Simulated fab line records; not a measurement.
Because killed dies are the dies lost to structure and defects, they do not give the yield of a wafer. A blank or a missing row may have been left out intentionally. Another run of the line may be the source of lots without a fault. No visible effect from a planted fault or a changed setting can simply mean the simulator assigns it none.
Chamber matching    flow n5-finfet    N5_MOL_CONTACT_COAG_ETCH_65 on rie-diel-02 has 4 sister chambers
The step etches underlayer in N2/H2, target depth 13 nm, time 10.4 s. 4 wafers are shown with their chamber, then 7 later ones without.

WAFERS PAIRED WITH THEIR CHAMBERS
wafer   chamber  showerhead-plenum-p-Torr (Torr)
L081.6  0        2.71
L089.1  2        2.50
L090.1  1        2.67
L090.4  3        2.64

WAFERS MISSING THEIR CHAMBER
wafer   showerhead-plenum-p-Torr (Torr)
L090.5  2.67
L092.1  2.63
L092.3  2.70
L092.5  2.67
L096.1  2.50
L096.2  2.67
L096.3  2.69

WHICH CHAMBER EACH WENT THROUGH
wafer   from the rows above      in truth
L090.5  1                        1
L092.1  3                        3
L092.3  0                        0
L092.5  1                        1
L096.1  2                        2
L096.2  1                        1
L096.3  can't be placed: 0 or 1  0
6 of 7 placed correctly. These rows do not allow placing 1 (true chamber among the candidates in 1). Placed wrongly: 0.
How it was worked out, from the rows above alone: a wafer's distance from a chamber is the root of the sum, over the readings, of the square of ((its reading less the chamber's mean) divided by the reading's scatter). The wafer belongs to the nearest chamber; if the next one is less than 2 further off, it can't be placed. Each chamber's mean is taken over the wafers shown for it. The scatter (one wafer shown for each chamber): square how far every hidden wafer sits from the nearest shown wafer, average those squares and take the square root.
